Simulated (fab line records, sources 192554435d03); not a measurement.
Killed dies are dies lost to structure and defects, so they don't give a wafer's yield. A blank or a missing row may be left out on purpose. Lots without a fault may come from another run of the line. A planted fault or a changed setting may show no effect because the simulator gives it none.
Which tool did it? | flow n5_finfet | 24 lots, 72 wafers sampled, at 5 steps of a route of 1938

WHAT THE GAUGES READ, wafer by wafer
N5_BEOL_M3_OVL_MEAS_29. Usual: V2_OVL 0.0 nm, standard deviation 0.95.
lot  | measured     | on         | V2_OVL (nm)    | flag
L074 | day 7 13:32  | overlay-02 | 0.5 -0.4 -0.8  |
L075 | day 8 06:13  | overlay-01 | -1.0 0.4 -1.2  |
L076 | day 8 06:26  | overlay-01 | -0.5 -1.4 -1.0 |
L079 | day 8 10:49  | overlay-01 | 0.4 -0.4 -0.2  |
L078 | day 8 10:54  | overlay-02 | 1.0 -0.2 1.5   |
L077 | day 8 11:52  | overlay-02 | 1.4 1.5 -0.5   |
L081 | day 8 15:15  | overlay-01 | -0.4 0.0 0.2   |
L080 | day 8 18:58  | overlay-02 | 0.0 1.4 0.6    |
L083 | day 9 10:39  | overlay-02 | 0.6 0.8 -0.5   |
L082 | day 9 12:25  | overlay-01 | 0.1 1.1 -0.4   |
L084 | day 10 04:26 | overlay-02 | 1.4 -1.3 -1.3  |
L086 | day 10 15:27 | overlay-02 | 0.8 2.4 0.7    |
L085 | day 10 18:46 | overlay-02 | 0.1 0.3 0.5    |
L087 | day 11 06:34 | overlay-02 | 0.6 -0.3 -0.8  |
L088 | day 11 07:55 | overlay-02 | -0.8 -0.7 -0.1 |
L090 | day 11 13:50 | overlay-02 | -0.7 -0.5 0.1  |
L089 | day 11 14:28 | overlay-02 | 0.8 0.6 1.4    |
L091 | day 11 20:48 | overlay-02 | -1.3 0.1 -1.4  |
L092 | day 12 02:54 | overlay-02 | 0.7 1.6 0.4    |
L093 | day 12 03:26 | overlay-02 | 0.0 0.3 -0.5   |
L094 | day 12 08:52 | overlay-02 | 0.6 0.6 0.5    |
L095 | day 12 20:50 | overlay-02 | -0.4 0.9 0.6   |
L096 | day 13 06:40 | overlay-02 | -1.5 0.3 -1.0  |
L097 | day 13 09:16 | overlay-02 | 0.4 -1.8 -0.3  |

N5_BEOL_M3_CD_MEAS_35: target cd 18 nm, target cd y 21 nm. Usual: cd_nm 18.2 nm, standard deviation 0.47.
lot  | measured     | on        | cd_nm (nm)     | flag
L074 | day 7 18:56  | cd_sem-01 | 18.0 18.4 17.7 |
L075 | day 8 14:36  | cd_sem-02 | 18.1 18.4 18.7 |
L076 | day 8 19:43  | cd_sem-01 | 18.0 18.1 17.8 |
L079 | day 8 19:57  | cd_sem-02 | 18.4 18.6 18.1 |
L078 | day 9 00:55  | cd_sem-01 | 17.3 17.3 17.2 |
L077 | day 8 20:44  | cd_sem-02 | 18.0 18.1 17.8 |
L081 | day 9 06:06  | cd_sem-02 | 18.4 18.5 18.3 |
L080 | day 9 04:57  | cd_sem-02 | 18.5 18.6 19.0 |
L083 | day 9 16:35  | cd_sem-01 | 18.1 17.7 17.7 |
L082 | day 10 14:17 | cd_sem-01 | 17.4 17.8 17.9 |
L084 | day 10 18:58 | cd_sem-02 | 18.5 18.2 17.8 |
L086 | day 10 21:55 | cd_sem-01 | 18.4 18.1 18.4 |
L085 | day 11 01:13 | cd_sem-02 | 17.2 17.3 17.0 |
L087 | day 11 10:59 | cd_sem-01 | 18.3 17.9 18.0 |
L088 | day 11 15:00 | cd_sem-02 | 17.6 17.7 18.0 |
L090 | day 12 07:44 | cd_sem-02 | 18.4 18.8 18.4 |
L089 | day 12 13:52 | cd_sem-01 | 17.7 18.5 18.7 |
L091 | day 12 14:10 | cd_sem-01 | 19.0 19.1 18.4 |
L092 | day 12 14:38 | cd_sem-02 | 18.8 19.1 18.6 |
L093 | day 12 19:14 | cd_sem-02 | 19.1 18.5 19.0 |
L094 | day 13 01:28 | cd_sem-01 | 18.1 17.8 17.9 |
L095 | day 13 13:54 | cd_sem-02 | 18.7 17.7 18.6 |
L096 | day 13 08:13 | cd_sem-01 | 18.5 18.6 18.7 |
L097 | day 14 07:30 | cd_sem-02 | 17.3 17.7 17.3 |

WHICH TOOL RAN EACH LOT (tool, then ch and the chambers of the sampled wafers, then the start)
lot  | N5_BEOL_M3_STRIP_66                | N5_BEOL_M3_STRIP_19                | N5_BEOL_M3_ETCH_69
L074 | rie_diel-04 ch 1,2, day 7 12:50    | rie_diel-01 ch 1,2,3, day 7 12:59  | rie_diel-01 ch 1,2, day 7 13:41
L075 | rie_diel-04 ch 1,2,3, day 8 05:31  | rie_diel-04 ch 0,2,3, day 8 05:40  | rie_diel-01 ch 1,3, day 8 06:22
L076 | rie_diel-03 ch 2,3, day 8 05:43    | rie_diel-01 ch 1,2,3, day 8 05:53  | rie_diel-04 ch 0,1,3, day 8 06:34
L079 | rie_diel-04 ch 0,1,3, day 8 10:02  | rie_diel-03 ch 0,1,2, day 8 10:24  | rie_diel-03 ch 0,2,3, day 8 11:12
L078 | rie_diel-03 ch 2,3, day 8 10:17    | rie_diel-03 ch 2,3, day 8 10:26    | rie_diel-04 ch 0,1,3, day 8 11:17
L077 | rie_diel-01 ch 2,3, day 8 11:17    | rie_diel-03 ch 0,3, day 8 11:26    | rie_diel-01 ch 2,3, day 8 12:01
L081 | rie_diel-01 ch 1,2, day 8 14:33    | rie_diel-04 ch 0,1,2, day 8 14:42  | rie_diel-04 ch 0,2,3, day 8 15:23
L080 | rie_diel-01 ch 1,2,3, day 8 18:16  | rie_diel-01 ch 0,1,2, day 8 18:25  | rie_diel-04 ch 0,1,3, day 8 19:07
L083 | rie_diel-01 ch 1,2,3, day 9 09:56  | rie_diel-03 ch 0,1,2, day 9 10:05  | rie_diel-03 ch 1,3, day 9 10:47
L082 | rie_diel-04 ch 0,1,3, day 9 11:43  | rie_diel-03 ch 0,3, day 9 11:52    | rie_diel-04 ch 0,2,3, day 9 12:34
L084 | rie_diel-01 ch 0,1,2, day 10 03:50 | rie_diel-03 ch 0,2,3, day 10 04:01 | rie_diel-04 ch 0,2,3, day 10 04:35
L086 | rie_diel-03 ch 0,2,3, day 10 14:53 | rie_diel-03 ch 1,2,3, day 10 15:02 | rie_diel-04 ch 0,1,2, day 10 15:59
L085 | rie_diel-03 ch 0,1, day 10 18:10   | rie_diel-01 ch 1,2, day 10 18:20   | rie_diel-01 ch 1,2, day 10 19:08
L087 | rie_diel-01 ch 0,2, day 11 05:34   | rie_diel-04 ch 0,1,3, day 11 06:01 | rie_diel-01 ch 0,1, day 11 07:22
L088 | rie_diel-01 ch 0,2, day 11 07:17   | rie_diel-04 ch 2,3, day 11 07:29   | rie_diel-01 ch 0,1, day 11 08:41
L090 | rie_diel-01 ch 0,1,2, day 11 13:15 | rie_diel-04 ch 0,1,3, day 11 13:25 | rie_diel-04 ch 2,3, day 11 14:00
L089 | rie_diel-04 ch 0,2,3, day 11 13:40 | rie_diel-04 ch 0,2,3, day 11 13:55 | rie_diel-01 ch 0,1, day 11 15:12
L091 | rie_diel-01 ch 0,2,3, day 11 19:59 | rie_diel-01 ch 1,2,3, day 11 20:15 | rie_diel-04 ch 1,2,3, day 11 21:36
L092 | rie_diel-01 ch 2,3, day 12 02:12   | rie_diel-04 ch 2,3, day 12 02:21   | rie_diel-04 ch 0,3, day 12 03:02
L093 | rie_diel-01 ch 0,1, day 12 02:28   | rie_diel-01 ch 0,2,3, day 12 02:53 | rie_diel-01 ch 0,1, day 12 03:46
L094 | rie_diel-04 ch 0,2,3, day 12 08:17 | rie_diel-04 ch 0,1,3, day 12 08:26 | rie_diel-01 ch 0,2, day 12 09:01
L095 | rie_diel-01 ch 1,2,3, day 12 20:12 | rie_diel-04 ch 1,2,3, day 12 20:25 | rie_diel-01 ch 0,1,2, day 12 20:59
L096 | rie_diel-04 ch 0,1, day 13 05:58   | rie_diel-03 ch 0,1,3, day 13 06:07 | rie_diel-03 ch 1,2, day 13 06:49
L097 | rie_diel-03 ch 1,3, day 13 08:34   | rie_diel-03 ch 0,1,2, day 13 08:44 | rie_diel-03 ch 2,3, day 13 09:25
- N5_BEOL_M3_STRIP_66: strips in CF4.
- N5_BEOL_M3_STRIP_19: strips in O2.
- N5_BEOL_M3_ETCH_69: etches SiARC in CF4, target depth 15.6 nm, time 26 s.

WHAT THE TOOLS THEMSELVES READ (means of the sampled wafers that have a number; where no wafer has one, the mark that the record gives instead)
N5_BEOL_M3_STRIP_66. Usual: drypump_motor_current_A 5.5 A, standard deviation 0.45; oes_product_au 0.81 a.u., standard deviation 0.081; rf_vpp_V 271.0 V, standard deviation 1.5; showerhead_plenum_p_Torr 1.79 Torr, standard deviation 0.068; throttle_valve_pct 13.55 %, standard deviation 0.22.
lot  | tool        | drypump_motor_current_A (A) | oes_product_au (a.u.) | rf_vpp_V (V) | showerhead_plenum_p_Torr (Torr) | throttle_valve_pct (%) | flag
L074 | rie_diel-04 | 5.1                         | 0.74                  | 269.9        | 1.72                            | 13.54                  |
L075 | rie_diel-04 | 5.6                         | 0.75                  | 270.3        | 1.75                            | 13.60                  |
L076 | rie_diel-03 | 5.8                         | 0.82                  | 271.6        | 1.77                            | 13.58                  |
L079 | rie_diel-04 | 5.8                         | 0.82                  | 270.9        | 1.80                            | 13.58                  |
L078 | rie_diel-03 | 5.8                         | 0.82                  | 270.8        | 1.77                            | 13.58                  |
L077 | rie_diel-01 | 5.5                         | 0.91                  | 270.9        | 1.79                            | 13.24                  |
L081 | rie_diel-01 | 5.2                         | 0.80                  | 269.8        | 1.73                            | 13.63                  |
L080 | rie_diel-01 | 5.4                         | 0.86                  | 270.4        | 1.77                            | 13.43                  |
L083 | rie_diel-01 | 5.4                         | 0.85                  | 270.6        | 1.77                            | 13.45                  |
L082 | rie_diel-04 | 5.8                         | 0.81                  | 272.3        | 1.80                            | 13.61                  |
L084 | rie_diel-01 | 5.3                         | 0.85                  | 271.8        | 1.79                            | 13.52                  |
L086 | rie_diel-03 | 5.4                         | 0.84                  | 271.8        | 1.82                            | 13.53                  |
L085 | rie_diel-03 | 5.4                         | 0.77                  | 271.8        | 1.83                            | 13.76                  |
L087 | rie_diel-01 | 5.4                         | 0.88                  | 271.9        | 1.80                            | 13.35                  |
L088 | rie_diel-01 | 5.4                         | 0.89                  | 271.9        | 1.80                            | 13.36                  |
L090 | rie_diel-01 | 5.3                         | 0.83                  | 271.2        | 1.78                            | 13.55                  |
L089 | rie_diel-04 | 5.5                         | 0.76                  | 269.9        | 1.75                            | 13.58                  |
L091 | rie_diel-01 | 5.5                         | 0.88                  | 271.8        | 1.83                            | 13.34                  |
L092 | rie_diel-01 | 5.6                         | 0.88                  | 272.3        | 1.82                            | 13.28                  |
L093 | rie_diel-01 | 5.2                         | 0.78                  | 271.5        | 1.77                            | 13.76                  |
L094 | rie_diel-04 | 5.5                         | 0.75                  | 270.4        | 1.75                            | 13.60                  |
L095 | rie_diel-01 | 5.4                         | 0.81                  | 270.8        | 1.76                            | 13.51                  |
L096 | rie_diel-04 | 5.5                         | 0.78                  | 270.9        | 1.80                            | 13.68                  |
L097 | rie_diel-03 | 5.8                         | 0.73                  | 270.1        | 1.77                            | 13.85                  |

N5_BEOL_M3_STRIP_19. Usual: drypump_motor_current_A 5.5 A, standard deviation 0.52; o2_flow_sccm 225.0 sccm, standard deviation 0.69; oes_product_au 0.81 a.u., standard deviation 0.085; rf_vpp_V 3.7 V, standard deviation 0.53; showerhead_plenum_p_Torr 2.08 Torr, standard deviation 0.069; throttle_valve_pct 16.67 %, standard deviation 0.2.
lot  | tool        | drypump_motor_current_A (A) | o2_flow_sccm (sccm) | oes_product_au (a.u.) | rf_vpp_V (V) | showerhead_plenum_p_Torr (Torr) | throttle_valve_pct (%) | flag
L074 | rie_diel-01 | 5.4                         | 224.7               | 0.88                  | 3.6          | 2.08                            | 16.55                  |
L075 | rie_diel-04 | 5.5                         | 225.7               | 0.80                  | 3.6          | 2.06                            | 16.63                  |
L076 | rie_diel-01 | 5.4                         | 224.8               | 0.88                  | 4.4          | 2.08                            | 16.55                  |
L079 | rie_diel-03 | 5.2                         | 224.0               | 0.82                  | 4.1          | 2.14                            | 16.66                  |
L078 | rie_diel-03 | 5.5                         | 225.2               | 0.82                  | 3.9          | 2.08                            | 16.64                  |
L077 | rie_diel-03 | 5.8                         | 224.6               | 0.86                  | 3.8          | 2.10                            | 16.57                  |
L081 | rie_diel-04 | 5.2                         | 224.7               | 0.81                  | 4.0          | 2.07                            | 16.64                  |
L080 | rie_diel-01 | 5.3                         | 224.5               | 0.89                  | 4.0          | 2.09                            | 16.65                  |
L083 | rie_diel-03 | 5.2                         | 224.6               | 0.82                  | 4.0          | 2.14                            | 16.67                  |
L082 | rie_diel-03 | 5.4                         | 224.5               | 0.89                  | 3.4          | 2.16                            | 16.48                  |
L084 | rie_diel-03 | 5.4                         | 225.4               | 0.84                  | 3.6          | 2.12                            | 16.57                  |
L086 | rie_diel-03 | 5.6                         | 225.3               | 0.77                  | 3.8          | 2.08                            | 16.78                  |
L085 | rie_diel-01 | 5.4                         | 225.8               | 0.84                  | 3.8          | 2.03                            | 16.64                  |
L087 | rie_diel-04 | 5.8                         | 224.7               | 0.80                  | 3.9          | 2.09                            | 16.70                  |
L088 | rie_diel-04 | 5.8                         | 225.2               | 0.72                  | 3.5          | 2.04                            | 16.76                  |
L090 | rie_diel-04 | 5.8                         | 225.2               | 0.81                  | 3.5          | 2.09                            | 16.70                  |
L089 | rie_diel-04 | 5.5                         | 225.1               | 0.76                  | 3.4          | 2.05                            | 16.69                  |
L091 | rie_diel-01 | 5.4                         | 225.2               | 0.83                  | 3.7          | 2.06                            | 16.62                  |
L092 | rie_diel-04 | 5.8                         | 225.0               | 0.72                  | 4.0          | 2.04                            | 16.79                  |
L093 | rie_diel-01 | 5.4                         | 224.5               | 0.90                  | 3.4          | 2.14                            | 16.49                  |
L094 | rie_diel-04 | 5.8                         | 225.2               | 0.79                  | 3.9          | 2.09                            | 16.72                  |
L095 | rie_diel-04 | 5.6                         | 224.6               | 0.73                  | 3.6          | 2.04                            | 16.80                  |
L096 | rie_diel-03 | 5.6                         | 225.5               | 0.80                  | 3.7          | 2.11                            | 16.72                  |
L097 | rie_diel-03 | 5.2                         | 225.6               | 0.80                  | 4.5          | 2.13                            | 16.70                  |

N5_BEOL_M3_ETCH_69. Usual: drypump_motor_current_A 5.5 A, standard deviation 0.47; etch_rf_on_time_s 26.1 s, standard deviation 0.93; oes_product_au 0.70 a.u., standard deviation 0.078; rf_vpp_V 184.0 V, standard deviation 1.2; showerhead_plenum_p_Torr 2.13 Torr, standard deviation 0.071; throttle_valve_pct 15.61 %, standard deviation 0.22.
lot  | tool        | drypump_motor_current_A (A) | etch_rf_on_time_s (s) | oes_product_au (a.u.) | rf_vpp_V (V) | showerhead_plenum_p_Torr (Torr) | throttle_valve_pct (%) | flag
L074 | rie_diel-01 | 5.2                         | 27.4                  | 0.68                  | 184.5        | 2.07                            | 15.69                  |
L075 | rie_diel-01 | 5.3                         | 26.6                  | 0.69                  | 184.0        | 2.11                            | 15.69                  |
L076 | rie_diel-04 | 5.8                         | 25.7                  | 0.71                  | 184.9        | 2.15                            | 15.64                  |
L079 | rie_diel-03 | 5.4                         | 25.7                  | 0.74                  | 184.9        | 2.18                            | 15.57                  |
L078 | rie_diel-04 | 5.8                         | 25.9                  | 0.70                  | 184.3        | 2.15                            | 15.64                  |
L077 | rie_diel-01 | 5.6                         | 25.6                  | 0.81                  | 184.9        | 2.17                            | 15.26                  |
L081 | rie_diel-04 | 5.5                         | 26.2                  | 0.68                  | 183.2        | 2.11                            | 15.58                  |
L080 | rie_diel-04 | 5.8                         | 25.6                  | 0.70                  | 184.9        | 2.15                            | 15.64                  |
L083 | rie_diel-03 | 5.8                         | 25.3                  | 0.65                  | 184.3        | 2.11                            | 15.83                  |
L082 | rie_diel-04 | 5.5                         | 26.0                  | 0.68                  | 183.9        | 2.10                            | 15.59                  |
L084 | rie_diel-04 | 5.5                         | 26.0                  | 0.67                  | 183.4        | 2.10                            | 15.60                  |
L086 | rie_diel-04 | 5.2                         | 25.9                  | 0.68                  | 183.9        | 2.11                            | 15.59                  |
L085 | rie_diel-01 | 5.2                         | 27.6                  | 0.65                  | 183.5        | 2.06                            | 15.74                  |
L087 | rie_diel-01 | 5.3                         | 26.3                  | 0.73                  | 185.1        | 2.19                            | 15.63                  |
L088 | rie_diel-01 | 5.2                         | 26.9                  | 0.66                  | 184.5        | 2.12                            | 15.79                  |
L090 | rie_diel-04 | 5.3                         | 26.6                  | 0.60                  | 183.2        | 2.04                            | 15.59                  |
L089 | rie_diel-01 | 5.2                         | 26.9                  | 0.66                  | 183.4        | 2.12                            | 15.79                  |
L091 | rie_diel-04 | 5.6                         | 25.9                  | 0.62                  | 183.3        | 2.09                            | 15.67                  |
L092 | rie_diel-04 | 6.0                         | 25.7                  | 0.67                  | 184.6        | 2.14                            | 15.71                  |
L093 | rie_diel-01 | 5.3                         | 26.3                  | 0.71                  | 184.8        | 2.18                            | 15.64                  |
L094 | rie_diel-01 | 5.4                         | 26.3                  | 0.74                  | 184.3        | 2.13                            | 15.39                  |
L095 | rie_diel-01 | 5.3                         | 26.5                  | 0.70                  | 183.0        | 2.12                            | 15.62                  |
L096 | rie_diel-03 | 5.3                         | 25.7                  | 0.66                  | 184.3        | 2.15                            | 15.80                  |
L097 | rie_diel-03 | 5.4                         | 26.0                  | 0.69                  | 182.8        | 2.14                            | 15.73                  |

THE ANSWER, worked out from the rows above alone
Rule: a lot is off if the mean of its wafers that have a number lies more than 3 standard deviations from the usual mean. A lot without any number at a reading at which 4 lots or more have one is off too. The other lots that the step has rows for count as sound. The gauges are gone through in route order, then the tools' own readings, and for those a lot's mean is taken as printed above. The first step at which some lot is off is used, and at that step the reading that is off furthest; a lot without a number counts as furthest.
No lot is off at any reading shown: from this, nothing can be told.

WHAT THE SIMULATOR HAD PUT IN
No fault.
